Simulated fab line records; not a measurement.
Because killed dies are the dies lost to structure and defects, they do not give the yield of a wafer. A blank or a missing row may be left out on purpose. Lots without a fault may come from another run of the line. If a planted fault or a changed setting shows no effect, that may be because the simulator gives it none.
fab line records	flow n5-finfet
[record] lots = 24	wafers = 72	last-day = 18
route steps=1938 shown BEOL_M4@1062
lots that met no fault: taken from a fault-free run of the same line
start-h: start of the lot's first displayed wafer, in hours after the record's first day	wait-h: hours since the lot's step before	" same as the row above	L1.1+2: several wafers, shown together as one row	- value missing, or start not given	* or withheld: withheld	< > ~ a bound
route shown NAME@n: a module of which the file shows steps, and the number in the route of the first	usual: average and standard deviation across the fault-free wafers	same: alike in all rows	chamber/n: place in a boat	sites: each site's reading	_std_site: their standard deviation	_edge_site: outer sites' mean less inner sites'	radius-mm: for every site, how far away it sits from the centre of the wafer	mask NAME#n: copy n	behind: the tool/chamber that last shaped the wafer	hold: why the lot was held/for how many hours/how that ended	device: whichever transistor did not switch (one of n, p or np)	end of line: the tests these same wafers got at the end of their route	step lacking rows: just its recipe	killed: the dies lost at the first sort to structure and to defects; this is not the yield of the wafer	map: a wafer's dies, x killed, . not, _ none there
set.NAME: the run value of the setting; set.NAME@STEP: its run value at that earlier step	model.NAME: the simulator's own value behind a step, which no gauge read
one table for each step of the route and one row for each wafer, over a sample of lots
services: from which hour (start-h, from the record's first day; less than 0 if before it) a tool's chamber was out of use, for how many hours, and why
[[steps]]
[step N5_BEOL_M4_ALD_98]
[recipe] material = SiO2	target-thk-a = 25	temp-c = 100	ald-precursor-family = BDEAS	ald-co-reactant = O2-plasma	pulse-time-s = 1	co-reactant-pulse-time-s = 1	purge-time-s = 2	co-reactant-purge-time-s = 2	ald-cycles = 17	pressure-torr = 2
[usual] heater-power-w = 77/8	precursor-pulse-height-rel = 0.998/0.023
lot.wafer	tool	chamber	start-h	wait-h	heater-power-w	precursor-pulse-height-rel
L074.2	ald-sin-03	0	155.59	0.1	87	0.938
L074.3	"	2	"	"	84	1.025
L074.6	"	3	"	"	71	0.953
L075.1	ald-sin-01	1	156.21	0.1	77	0.994
L075.3	"	0	"	"	63	0.999
L075.5	"	2	"	"	83	1.028
L076.2	ald-sin-04	1	165.42	0.1	77	0.993
L076.5	"	0	"	"	62	1.022
L076.6	"	3	"	"	74	1.013
L077.2	ald-sin-04	3	175.19	0.1	74	0.974
L077.3	"	0	"	"	60	0.983
L077.6	"	2	"	"	71	1.000
L078.2	ald-sin-01	2	175.87	0.1	81	0.958
L078.3	"	3	"	"	82	0.984
L078.6	"	0	"	"	64	1.023
L079.1	ald-sin-03	3	187.44	0.7	71	1.007
L079.2	"	0	"	"	88	1.042
L079.5	"	3	"	"	70	0.983
L080.1	ald-sin-03	1	191.71	1.0	75	0.998
L080.4	"	2	"	"	86	1.008
L080.5	"	3	"	"	72	0.935
L081.3	ald-sin-03	2	203.27	0.1	82	0.982
L081.4	"	1	"	"	74	1.016
L081.6	"	0	"	"	89	1.029
L082.1	ald-sin-01	0	206.78	0.2	67	1.037
L082.2	"	3	"	"	83	1.042
L082.4	"	2	"	"	85	1.013
L084.3	ald-sin-03	3	209.70	0.7	71	1.015
L084.4	"	0	"	"	87	0.989
L084.6	"	3	"	"	68	1.020
L083.1	ald-sin-03	2	209.79	0.7	84	0.991
L083.3	"	3	"	"	70	0.986
L083.5	"	2	"	"	84	1.009
L085.3	ald-sin-01	2	219.93	0.1	84	0.999
L085.5	"	3	"	"	86	0.988
L085.6	"	0	"	"	66	1.013
L087.3	ald-sin-03	0	243.22	0.4	87	0.952
L087.4	"	1	"	"	75	0.983
L087.5	"	0	"	"	90	1.011
L086.1	ald-sin-04	3	243.98	0.1	74	0.996
L086.3	"	1	"	"	77	1.019
L086.4	"	0	"	"	59	0.990
L088.1	ald-sin-01	2	246.11	0.3	83	0.985
L088.3	"	0	"	"	65	1.037
L088.4	"	1	"	"	78	0.998
L089.2	ald-sin-01	0	261.87	0.1	66	0.997
L089.4	"	3	"	"	84	0.988
L089.5	"	2	"	"	82	1.033
L090.1	ald-sin-01	0	270.57	1.8	65	1.012
L090.3	"	2	"	"	85	0.965
L090.5	"	2	"	"	84	1.001
L091.3	ald-sin-03	0	270.61	1.4	87	0.948
L091.5	"	2	"	"	84	1.006
L091.6	"	3	"	"	71	0.978
L093.2	ald-sin-01	0	270.67	1.3	68	1.014
L093.4	"	3	"	"	85	1.032
L093.6	"	2	"	"	85	0.965
L092.1	ald-sin-01	3	274.05	1.7	84	0.986
L092.2	"	1	"	"	76	1.012
L092.3	"	2	"	"	83	0.997
L095.1	ald-sin-03	2	281.98	0.8	82	0.995
L095.3	"	1	"	"	74	0.999
L095.6	"	3	"	"	71	1.042
L094.3	ald-sin-04	0	291.51	0.1	59	1.005
L094.5	"	3	"	"	72	1.006
L094.6	"	0	"	"	58	1.016
L097.1	ald-sin-03	2	306.05	0.1	84	0.992
L097.3	"	0	"	"	91	1.014
L097.6	"	1	"	"	75	0.992
L096.1	ald-sin-03	0	312.04	0.1	89	0.970
L096.4	"	2	"	"	82	0.983
L096.5	"	3	"	"	71	0.969
[step N5_BEOL_M4_ETCH_41]
[recipe] chemistry = CH3F/O2	target = SiCN	target-depth-a = 299	taper-deg = 2	time-s = 52.5	ion-energy-ev = 120	mask-material = TiN	pressure-mtorr = 30	source-w = 395	bias-w = 75	Ar_flow_sccm = 150	CH3F_flow_sccm = 30	O2_flow_sccm = 20
[usual] drypump-motor-current-A = 5.7/0.44	oes-product-au = 0.82/0.087	rf-vpp-V = 297.4/1.6	showerhead-plenum-p-Torr = 2.00/0.064	throttle-valve-pct = 16.19/0.21
lot.wafer	tool	chamber	start-h	wait-h	drypump-motor-current-A	oes-product-au	rf-hours-counter-h	rf-vpp-V	showerhead-plenum-p-Torr	throttle-valve-pct
L075.1	rie-diel-04	0	-	-	5.2	0.67	257	296.3	1.96	16.16
L075.3	"	3	"	"	6.5	0.72	192	298.4	2.06	16.32
L075.5	"	0	"	"	5.2	0.67	-	295.9	1.96	16.17
L074.2	rie-diel-05	2	-	-	6.6	0.69	236	297.4	2.06	16.70
L074.3	"	3	"	"	5.2	0.90	29	299.6	2.13	16.17
L074.6	"	2	"	"	6.5	0.69	-	298.6	2.07	16.70
L076.2	rie-diel-05	1	-	-	5.6	0.87	42	298.1	1.95	16.24
L076.5	"	0	"	"	5.8	0.91	-	295.6	1.95	16.10
L076.6	"	3	"	"	5.2	0.90	-	299.8	2.13	16.16
L077.2	rie-diel-05	3	-	-	5.2	0.89	34	300.8	2.13	16.19
L077.3	"	1	"	"	5.6	0.85	47	296.2	1.95	16.25
L077.6	"	0	"	"	5.7	0.90	-	294.9	1.95	16.09
L078.2	rie-diel-02	0	-	-	5.8	0.72	191	294.9	1.90	16.30
L078.3	"	3	"	"	5.7	0.91	17	299.0	2.04	15.88
L078.6	"	3	"	"	5.7	0.90	-	297.7	2.04	15.89
L079.1	rie-diel-04	1	-	-	5.4	0.88	43	298.4	2.03	16.10
L079.2	"	2	"	"	5.8	0.68	245	295.8	1.96	16.50
L079.5	"	2	"	"	5.8	0.69	-	294.8	1.96	16.51
L080.1	rie-diel-05	1	-	-	5.7	0.84	52	298.7	1.94	16.28
L080.4	"	2	"	"	6.6	0.69	246	299.3	2.06	16.74
L080.5	"	1	"	"	5.6	0.85	-	296.7	1.94	16.25
L081.3	rie-diel-04	3	-	-	6.5	0.71	211	298.0	2.05	16.37
L081.4	"	0	"	"	5.2	0.94	5	297.6	1.96	15.71
L081.6	"	0	"	"	5.2	0.94	-	295.7	1.96	15.69
L082.1	rie-diel-04	0	-	-	5.2	0.94	6	296.5	1.96	15.72
L082.2	"	2	"	"	5.8	0.68	251	296.4	1.96	16.51
L082.4	"	1	"	"	5.4	0.87	47	297.9	2.03	16.13
L084.3	rie-diel-04	2	-	-	5.8	0.68	252	296.8	1.96	16.51
L084.4	"	2	"	"	5.8	0.69	-	296.6	1.96	16.51
L084.6	"	3	"	"	6.5	0.70	-	299.2	2.05	16.37
L083.1	rie-diel-02	3	-	-	5.8	0.89	28	298.5	2.04	15.93
L083.3	"	2	"	"	6.2	0.80	90	300.0	2.09	16.05
L083.5	"	1	"	"	5.3	0.84	-	296.2	2.02	16.17
L085.3	rie-diel-04	0	-	-	5.2	0.93	10	296.5	1.96	15.73
L085.5	"	1	"	"	5.4	0.87	-	297.7	2.03	16.13
L085.6	"	0	"	"	5.2	0.92	-	297.5	1.96	15.70
L087.3	rie-diel-02	0	-	-	5.8	0.71	214	293.6	1.90	16.34
L087.4	"	3	"	"	5.6	0.85	39	297.9	2.03	15.93
L087.5	"	0	"	"	5.8	0.70	-	294.1	1.90	16.34
L086.1	rie-diel-02	0	-	-	5.8	0.72	214	295.9	1.90	16.35
L086.3	"	2	"	"	6.2	0.78	101	299.8	2.09	16.06
L086.4	"	1	"	"	5.2	0.83	78	297.7	2.02	16.19
L088.1	rie-diel-04	2	-	-	5.8	0.99	6	297.1	1.96	16.06
L088.3	"	0	"	"	5.2	0.90	21	297.7	1.95	15.72
L088.4	"	2	"	"	5.7	1.01	-	295.9	1.96	16.07
L089.2	rie-diel-02	2	-	-	6.2	0.79	108	298.8	2.08	16.06
L089.4	"	1	"	"	5.3	0.82	85	297.6	2.01	16.20
L089.5	"	1	"	"	5.3	0.82	-	297.7	2.01	16.18
L093.2	rie-diel-04	3	-	-	6.5	0.69	234	298.6	2.04	16.40
L093.4	"	2	"	"	5.8	0.96	14	296.7	1.96	16.07
L093.6	"	2	"	"	5.8	0.98	-	293.6	1.96	16.09
L090.1	rie-diel-05	2	-	-	6.5	0.95	13	299.6	2.05	16.29
L090.3	"	0	"	"	5.8	0.86	60	296.1	1.94	16.14
L090.5	"	1	"	"	5.6	0.82	-	297.3	1.93	16.31
L091.3	rie-diel-05	1	-	-	5.6	0.81	80	297.8	1.93	16.33
L091.5	"	1	"	"	5.6	0.81	-	295.9	1.93	16.32
L091.6	"	2	"	"	6.6	0.93	-	297.5	2.06	16.29
L092.1	rie-diel-02	3	-	-	5.7	0.85	49	296.7	2.03	15.96
L092.2	"	0	"	"	5.8	0.69	223	295.2	1.89	16.37
L092.3	"	2	"	"	6.2	0.78	110	300.5	2.08	16.08
L095.1	rie-diel-02	2	-	-	6.2	0.77	116	299.3	2.08	16.08
L095.3	"	1	"	"	5.3	0.81	93	298.0	2.01	16.20
L095.6	"	0	"	"	5.8	0.69	-	295.2	1.89	16.39
L094.3	rie-diel-05	2	-	-	6.5	0.92	23	297.4	2.05	16.30
L094.5	"	1	"	"	5.6	0.80	-	297.2	1.93	16.33
L094.6	"	2	"	"	6.5	0.91	-	297.8	2.05	16.32
L097.1	rie-diel-02	0	-	-	5.8	0.70	233	296.1	1.89	16.40
L097.3	"	2	"	"	6.2	0.77	120	298.3	2.08	16.10
L097.6	"	1	"	"	5.2	0.80	-	297.4	2.01	16.22
L096.1	rie-diel-02	2	-	-	6.2	0.76	123	298.1	2.08	16.11
L096.4	"	1	"	"	5.2	0.81	100	298.6	2.01	16.23
L096.5	"	3	"	"	5.6	0.83	-	297.4	2.03	15.99
[step N5_BEOL_M4_STRIP_97]
[recipe] chemistry = N2/H2	time-s = 10	power-w = 450	temp-c = 40	pressure-mtorr = 20	rf-frequency-hz = 6e+07	bias-power-w = 7	n2-flow-sccm = 200	h2-flow-sccm = 200
[usual] drypump-motor-current-A = 5.8/0.44	oes-product-au = 0.82/0.088	rf-vpp-V = 59.3/0.87	showerhead-plenum-p-Torr = 2.55/0.085	throttle-valve-pct = 23.52/0.26
lot.wafer	tool	chamber	start-h	wait-h	drypump-motor-current-A	oes-product-au	rf-hours-counter-h	rf-vpp-V	showerhead-plenum-p-Torr	throttle-valve-pct
L075.1	rie-diel-04	0	-	-	5.2	0.67	257	59.1	2.48	23.09
L075.3	"	3	"	"	6.5	0.73	192	60.4	2.62	23.72
L075.5	"	0	"	"	5.2	0.67	-	58.0	2.48	23.09
L074.2	rie-diel-05	2	-	-	6.5	0.70	236	58.3	2.63	24.06
L074.3	"	3	"	"	5.2	0.90	29	59.8	2.71	23.53
L074.6	"	2	"	"	6.5	0.70	-	59.6	2.63	24.06
L076.2	rie-diel-05	1	-	-	5.6	0.87	42	60.3	2.48	23.77
L076.5	"	0	"	"	5.8	0.92	-	59.8	2.49	23.69
L076.6	"	3	"	"	5.2	0.90	-	60.6	2.71	23.52
L077.2	rie-diel-05	3	-	-	5.2	0.89	34	60.4	2.71	23.53
L077.3	"	1	"	"	5.7	0.85	47	58.1	2.48	23.75
L077.6	"	0	"	"	5.8	0.88	-	59.2	2.49	23.71
L078.2	rie-diel-02	0	-	-	5.8	0.72	191	58.3	2.41	23.51
L078.3	"	3	"	"	5.7	0.92	17	60.7	2.59	23.39
L078.6	"	3	"	"	5.7	0.91	-	58.5	2.59	23.38
L079.1	rie-diel-04	1	-	-	5.4	0.88	43	61.4	2.59	23.44
L079.2	"	2	"	"	5.8	0.69	245	60.2	2.49	23.58
L079.5	"	2	"	"	5.8	0.69	-	59.6	2.49	23.58
L080.1	rie-diel-05	1	-	-	5.6	0.85	52	59.0	2.47	23.77
L080.4	"	2	"	"	6.6	0.69	246	60.0	2.63	24.08
L080.5	"	1	"	"	5.6	0.85	-	57.7	2.47	23.79
L081.3	rie-diel-04	3	-	-	6.5	0.71	211	59.4	2.61	23.73
L081.4	"	0	"	"	5.2	0.94	5	58.7	2.48	22.81
L081.6	"	0	"	"	5.2	0.94	-	60.1	2.48	22.81
L082.1	rie-diel-04	0	-	-	5.2	0.92	6	59.8	2.48	22.80
L082.2	"	2	"	"	5.8	0.67	251	58.8	2.49	23.57
L082.4	"	1	"	"	5.3	0.88	47	60.5	2.59	23.44
L084.3	rie-diel-04	2	-	-	5.8	0.70	252	57.9	2.49	23.59
L084.4	"	2	"	"	5.8	0.69	-	59.4	2.49	23.60
L084.6	"	3	"	"	6.5	0.72	-	60.3	2.61	23.75
L083.1	rie-diel-02	3	-	-	5.7	0.90	28	58.3	2.59	23.42
L083.3	"	2	"	"	6.2	0.80	90	58.7	2.66	23.27
L083.5	"	1	"	"	5.2	0.84	-	60.1	2.58	23.51
L085.3	rie-diel-04	0	-	-	5.2	0.91	10	59.4	2.48	22.83
L085.5	"	1	"	"	5.4	0.86	-	58.7	2.59	23.44
L085.6	"	0	"	"	5.2	0.92	-	59.7	2.48	22.83
L087.3	rie-diel-02	0	-	-	5.8	0.70	214	59.2	2.40	23.54
L087.4	"	3	"	"	5.7	0.87	39	57.8	2.58	23.42
L087.5	"	0	"	"	5.8	0.70	-	58.5	2.40	23.52
L086.1	rie-diel-02	0	-	-	5.8	0.70	214	59.0	2.40	23.55
L086.3	"	2	"	"	6.2	0.79	101	59.5	2.65	23.28
L086.4	"	1	"	"	5.3	0.82	78	60.8	2.58	23.55
L088.1	rie-diel-04	2	-	-	5.8	0.99	6	58.2	2.48	23.36
L088.3	"	0	"	"	5.2	0.90	21	60.3	2.47	22.84
L088.4	"	2	"	"	5.8	1.00	-	57.6	2.48	23.37
L089.2	rie-diel-02	2	-	-	6.2	0.78	108	60.0	2.65	23.29
L089.4	"	1	"	"	5.2	0.81	85	58.5	2.58	23.55
L089.5	"	1	"	"	5.3	0.80	-	58.8	2.58	23.55
L093.2	rie-diel-04	3	-	-	6.5	0.69	234	60.0	2.60	23.78
L093.4	"	2	"	"	5.8	0.97	14	59.6	2.48	23.37
L093.6	"	2	"	"	5.8	0.97	-	58.2	2.48	23.37
L090.1	rie-diel-05	2	-	-	6.6	0.96	13	59.0	2.62	23.79
L090.3	"	0	"	"	5.8	0.86	60	60.3	2.47	23.72
L090.5	"	1	"	"	5.6	0.81	-	59.9	2.46	23.82
L091.3	rie-diel-05	1	-	-	5.6	0.81	80	59.0	2.46	23.80
L091.5	"	1	"	"	5.6	0.81	-	60.4	2.46	23.82
L091.6	"	2	"	"	6.6	0.95	-	60.2	2.62	23.78
L092.1	rie-diel-02	3	-	-	5.7	0.84	49	59.1	2.58	23.44
L092.2	"	0	"	"	5.8	0.69	223	58.6	2.40	23.57
L092.3	"	2	"	"	6.2	0.78	110	59.7	2.65	23.29
L095.1	rie-diel-02	2	-	-	6.2	0.78	116	59.9	2.65	23.30
L095.3	"	1	"	"	5.3	0.81	93	58.7	2.57	23.56
L095.6	"	0	"	"	5.8	0.70	-	58.1	2.39	23.56
L094.3	rie-diel-05	2	-	-	6.5	0.92	23	56.9	2.62	23.79
L094.5	"	1	"	"	5.7	0.80	-	59.8	2.46	23.82
L094.6	"	2	"	"	6.6	0.93	-	59.0	2.62	23.79
L097.1	rie-diel-02	0	-	-	5.8	0.69	233	59.4	2.39	23.57
L097.3	"	2	"	"	6.2	0.77	120	58.3	2.64	23.31
L097.6	"	1	"	"	5.3	0.80	-	58.5	2.57	23.56
L096.1	rie-diel-02	2	-	-	6.2	0.77	123	59.2	2.64	23.32
L096.4	"	1	"	"	5.2	0.82	100	59.4	2.57	23.57
L096.5	"	3	"	"	5.7	0.84	-	59.3	2.57	23.45
[step N5_BEOL_M4_SPUTTER_88]
[recipe] material = Cu	target-thk-a = 45	temp-c = -20	chamber-pressure-pa = 0.07	power-w = withheld	time-s = 8.29
[usual] chamber-pressure-pa = 0.06999/0.00015	throttle-valve-pct = 30.3/0.66
lot.wafer	tool	chamber	start-h	wait-h	chamber-pressure-pa	throttle-valve-pct
L075.1	pvd-sputter-02	-	162.40	0.1	0.07015	29.6
L075.3	"	-	"	"	0.06982	30.7
L075.5	"	-	"	"	0.06992	29.8
L074.2	pvd-sputter-02	-	165.21	0.1	0.07021	29.3
L074.3	"	-	"	"	0.07011	30.6
L074.6	"	-	"	"	0.06993	30.9
L076.2	pvd-sputter-02	-	168.21	0.1	0.06983	29.7
L076.5	"	-	"	"	0.06993	30.6
L076.6	"	-	"	"	0.06984	29.8
L077.2	pvd-sputter-01	-	183.50	0.1	0.0702	31.1
L077.3	"	-	"	"	0.07009	30.7
L077.6	"	-	"	"	0.07014	31.1
L078.2	pvd-sputter-03	-	183.91	0.1	0.06992	29.8
L078.3	"	-	"	"	0.06973	28.6
L078.6	"	-	"	"	0.06982	30.9
L079.1	pvd-sputter-01	-	190.44	0.1	0.06995	30.9
L079.2	"	-	"	"	0.07016	30.9
L079.5	"	-	"	"	0.07003	31.0
L080.1	pvd-sputter-02	-	200.44	0.1	0.0699	30.5
L080.4	"	-	"	"	0.06993	30.8
L080.5	"	-	"	"	0.07002	30.6
L081.3	pvd-sputter-01	-	208.72	0.1	0.06978	30.7
L081.4	"	-	"	"	0.06962	30.9
L081.6	"	-	"	"	0.07004	30.8
L082.1	pvd-sputter-01	-	210.56	0.1	0.07011	30.8
L082.2	"	-	"	"	0.06994	29.2
L082.4	"	-	"	"	0.06984	30.6
L084.3	pvd-sputter-01	-	215.16	0.1	0.06995	29.4
L084.4	"	-	"	"	0.07017	31.0
L084.6	"	-	"	"	0.06995	31.0
L083.1	pvd-sputter-01	-	217.00	0.1	0.06997	29.2
L083.3	"	-	"	"	0.06977	30.8
L083.5	"	-	"	"	0.06983	30.6
L085.3	pvd-sputter-01	-	225.47	0.1	0.06999	29.4
L085.5	"	-	"	"	0.06991	31.0
L085.6	"	-	"	"	0.07005	29.4
L087.3	pvd-sputter-03	-	247.62	0.1	0.06986	30.8
L087.4	"	-	"	"	0.07009	29.9
L087.5	"	-	"	"	0.06995	30.9
L086.1	pvd-sputter-02	-	249.72	0.1	0.06984	30.8
L086.3	"	-	"	"	0.07006	29.8
L086.4	"	-	"	"	0.07011	29.9
L088.1	pvd-sputter-01	-	252.70	0.1	0.07014	29.6
L088.3	"	-	"	"	0.07002	30.8
L088.4	"	-	"	"	0.06995	30.4
L089.2	pvd-sputter-02	-	272.63	0.1	0.06988	29.5
L089.4	"	-	"	"	0.07026	29.7
L089.5	"	-	"	"	0.07029	29.8
L093.2	pvd-sputter-01	-	274.23	0.1	0.06995	30.9
L093.4	"	-	"	"	0.07011	30.4
L093.6	"	-	"	"	0.07001	31.0
L090.1	pvd-sputter-02	-	274.47	0.1	0.06991	29.8
L090.3	"	-	"	"	0.07001	29.9
L090.5	"	-	"	"	0.0699	30.6
L091.3	pvd-sputter-02	-	277.63	0.1	0.06978	30.6
L091.5	"	-	"	"	0.06967	30.7
L091.6	"	-	"	"	0.06983	29.9
L092.1	pvd-sputter-03	-	279.03	0.1	0.06984	29.1
L092.2	"	-	"	"	0.07002	30.1
L092.3	"	-	"	"	0.07003	28.8
L095.1	pvd-sputter-02	-	300.60	0.1	0.07018	30.7
L095.3	"	-	"	"	0.06999	30.5
L095.6	"	-	"	"	0.07009	29.9
L094.3	pvd-sputter-01	-	305.56	0.1	0.06979	31.0
L094.5	"	-	"	"	0.07006	29.1
L094.6	"	-	"	"	0.06981	31.0
L097.1	pvd-sputter-02	-	311.02	0.1	0.07017	30.6
L097.3	"	-	"	"	0.06986	30.6
L097.6	"	-	"	"	0.06989	30.7
L096.1	pvd-sputter-02	-	318.59	0.1	0.0701	29.7
L096.4	"	-	"	"	0.07008	30.7
L096.5	"	-	"	"	0.06984	30.5
[step N5_BEOL_M4_THK_MEAS_53]
[recipe] thk-meas-gauge = xrf	reads = Cu_of_BEOL_M4_ECD_50
[usual] M4_THK = 40.3/1.5
lot.wafer	tool	chamber	start-h	wait-h	M4_THK[nm]
L075.1	film-metro-01	-	164.07	-	41.5
L075.3	"	-	"	"	40.7
L075.5	"	-	"	"	41.0
L074.2	film-metro-02	-	166.88	-	39.3
L074.3	"	-	"	"	40.4
L074.6	"	-	"	"	41.3
L076.2	film-metro-01	-	169.88	-	42.0
L076.5	"	-	"	"	39.5
L076.6	"	-	"	"	39.8
L077.2	film-metro-01	-	185.16	-	41.0
L077.3	"	-	"	"	43.7
L077.6	"	-	"	"	40.8
L078.2	film-metro-01	-	185.58	-	38.2
L078.3	"	-	"	"	41.3
L078.6	"	-	"	"	39.8
L079.1	film-metro-02	-	192.47	-	40.8
L079.2	"	-	"	"	40.4
L079.5	"	-	"	"	39.2
L080.1	film-metro-02	-	202.11	-	39.9
L080.4	"	-	"	"	38.2
L080.5	"	-	"	"	39.1
L081.3	film-metro-01	-	210.39	-	40.8
L081.4	"	-	"	"	42.5
L081.6	"	-	"	"	43.0
L082.1	film-metro-02	-	212.23	-	42.4
L082.2	"	-	"	"	43.0
L082.4	"	-	"	"	42.9
L084.3	film-metro-01	-	216.83	-	40.6
L084.4	"	-	"	"	42.7
L084.6	"	-	"	"	40.7
L083.1	film-metro-02	-	218.66	-	39.3
L083.3	"	-	"	"	38.6
L083.5	"	-	"	"	38.0
L085.3	film-metro-02	-	227.15	-	42.8
L085.5	"	-	"	"	40.9
L085.6	"	-	"	"	42.4
L087.3	film-metro-02	-	249.29	-	41.4
L087.4	"	-	"	"	41.0
L087.5	"	-	"	"	41.7
L086.1	film-metro-02	-	251.38	-	39.9
L086.3	"	-	"	"	37.6
L086.4	"	-	"	"	40.3
L088.1	film-metro-01	-	254.94	-	41.7
L088.3	"	-	"	"	40.0
L088.4	"	-	"	"	41.3
L089.2	film-metro-01	-	274.78	-	38.6
L089.4	"	-	"	"	38.9
L089.5	"	-	"	"	37.9
L093.2	film-metro-02	-	276.03	-	40.5
L093.4	"	-	"	"	41.0
L093.6	"	-	"	"	41.8
L090.1	film-metro-01	-	276.28	-	42.5
L090.3	"	-	"	"	41.5
L090.5	"	-	"	"	43.3
L091.3	film-metro-02	-	279.30	-	39.2
L091.5	"	-	"	"	41.0
L091.6	"	-	"	"	40.1
L092.1	film-metro-02	-	280.90	-	39.2
L092.2	"	-	"	"	38.0
L092.3	"	-	"	"	39.4
L095.1	film-metro-02	-	302.26	-	39.9
L095.3	"	-	"	"	40.2
L095.6	"	-	"	"	38.9
L094.3	film-metro-01	-	307.24	-	37.7
L094.5	"	-	"	"	39.1
L094.6	"	-	"	"	38.4
L097.1	film-metro-01	-	312.70	-	38.8
L097.3	"	-	"	"	38.2
L097.6	"	-	"	"	38.4
L096.1	film-metro-01	-	320.26	-	38.5
L096.4	"	-	"	"	40.3
L096.5	"	-	"	"	41.5
[step N5_BEOL_M4_DEP_57]
[recipe] material = SiCN	target-thk-a = 80	temp-c = withheld	precursor = 3MS/NH3	pressure-torr = 3	rf-w = 202	time-s = 14
[usual] showerhead-plenum-p-Torr = 3.661/0.01	throttle-valve-pct = 9.0/0.41
lot.wafer	tool	chamber	start-h	wait-h	showerhead-plenum-p-Torr	throttle-valve-pct
L075.1	pecvd-03	0	164.28	0.0	3.654	8.8
L075.3	"	2	"	"	3.678	8.6
L075.5	"	0	"	"	3.657	8.8
L074.2	pecvd-03	0	167.07	0.0	3.644	8.8
L074.3	"	1	"	"	3.648	9.1
L074.6	"	1	"	"	3.656	8.7
L076.2	pecvd-02	1	170.07	0.0	3.686	9.6
L076.5	"	0	"	"	3.653	9.5
L076.6	"	2	"	"	3.659	8.6
L077.2	pecvd-03	0	185.36	0.0	3.647	9.0
L077.3	"	1	"	"	3.637	9.2
L077.6	"	1	"	"	3.645	8.9
L078.2	pecvd-03	1	185.77	0.0	3.642	9.1
L078.3	"	0	"	"	3.652	8.6
L078.6	"	0	"	"	3.662	9.0
L079.1	pecvd-03	1	192.66	0.0	3.648	8.9
L079.2	"	2	"	"	3.657	8.1
L079.5	"	0	"	"	3.648	8.9
L080.1	pecvd-01	1	202.37	0.0	3.671	9.0
L080.4	"	2	"	"	3.665	9.2
L080.5	"	0	"	"	3.674	9.1
L081.3	pecvd-01	2	210.58	0.0	3.645	9.1
L081.4	"	1	"	"	3.676	8.8
L081.6	"	0	"	"	3.664	8.9
L082.1	pecvd-01	2	212.42	0.0	3.663	9.3
L082.2	"	1	"	"	3.668	8.6
L082.4	"	2	"	"	3.648	8.9
L084.3	pecvd-03	1	217.02	0.0	3.648	9.0
L084.4	"	1	"	"	3.635	9.3
L084.6	"	0	"	"	3.661	8.7
L083.1	pecvd-01	1	218.87	0.0	3.673	8.6
L083.3	"	2	"	"	3.660	9.0
L083.5	"	1	"	"	3.673	8.7
L085.3	pecvd-01	1	227.34	0.0	3.667	8.6
L085.5	"	1	"	"	3.668	8.5
L085.6	"	0	"	"	3.665	9.1
L087.3	pecvd-03	0	249.48	0.0	3.662	9.3
L087.4	"	0	"	"	3.653	8.7
L087.5	"	1	"	"	3.654	9.2
L086.1	pecvd-03	0	251.65	0.0	3.655	8.9
L086.3	"	1	"	"	3.651	9.3
L086.4	"	2	"	"	3.656	8.3
L088.1	pecvd-03	1	255.13	0.0	3.655	9.5
L088.3	"	0	"	"	3.650	9.0
L088.4	"	2	"	"	3.663	8.5
L089.2	pecvd-02	2	274.97	0.0	3.660	8.7
L089.4	"	0	"	"	3.656	9.8
L089.5	"	2	"	"	3.661	8.5
L093.2	pecvd-03	0	276.58	0.0	3.644	8.9
L093.4	"	1	"	"	3.651	9.0
L093.6	"	2	"	"	3.660	8.4
L090.1	pecvd-02	1	276.68	0.0	3.677	9.5
L090.3	"	2	"	"	3.661	8.8
L090.5	"	0	"	"	3.655	9.9
L091.3	pecvd-02	0	279.49	0.0	3.657	9.8
L091.5	"	2	"	"	3.666	8.6
L091.6	"	1	"	"	3.674	9.5
L092.1	pecvd-02	0	281.12	0.0	3.665	9.9
L092.2	"	2	"	"	3.652	8.7
L092.3	"	1	"	"	3.678	9.4
L095.1	pecvd-01	1	302.46	0.0	3.676	8.9
L095.3	"	2	"	"	3.656	9.1
L095.6	"	1	"	"	3.675	8.9
L094.3	pecvd-03	1	307.43	0.0	3.654	9.2
L094.5	"	0	"	"	3.657	8.8
L094.6	"	1	"	"	3.657	9.0
L097.1	pecvd-01	2	312.89	0.0	3.661	9.3
L097.3	"	0	"	"	3.665	9.1
L097.6	"	2	"	"	3.665	9.1
L096.1	pecvd-02	2	320.45	0.0	3.658	8.9
L096.4	"	0	"	"	3.666	10.1
L096.5	"	1	"	"	3.673	9.3
[[services]]
tool	chamber	start-h	hours	kind
pvd-sputter-02	-	151.48	2.4	repair
rie-diel-04	0	163.15	-	clean
rie-diel-04	0	163.15	-	consumable-replace:focus-ring
rie-diel-04	0	163.15	21.2	scheduled-down
rie-diel-04	0	163.15	21.2	vent-cycle
rie-diel-04	2	165.46	6.9	repair
ald-sin-01	-	178.05	14.0	pm
ald-sin-04	-	210.37	2.8	pm
rie-diel-04	0	212.51	4.9	repair
rie-diel-04	2	214.43	1.4	repair
pecvd-02	-	216.91	14.6	pm
rie-diel-04	2	217.64	-	clean
rie-diel-04	2	217.64	-	consumable-replace:focus-ring
rie-diel-04	2	217.64	18.5	scheduled-down
ald-sin-04	-	219.39	0.8	repair
ald-sin-01	2	226.88	7.2	repair
pecvd-02	2	233.53	18.2	repair
pecvd-01	1	243.29	17.6	repair
pecvd-01	-	245.94	0.7	repair
ald-sin-04	-	268.25	14.0	pm
pecvd-01	-	268.67	0.6	repair
rie-diel-04	3	302.35	11.0	repair
pecvd-02	0	302.60	6.9	repair
rie-diel-05	-	312.36	2.8	pm
[[key]]
fault none
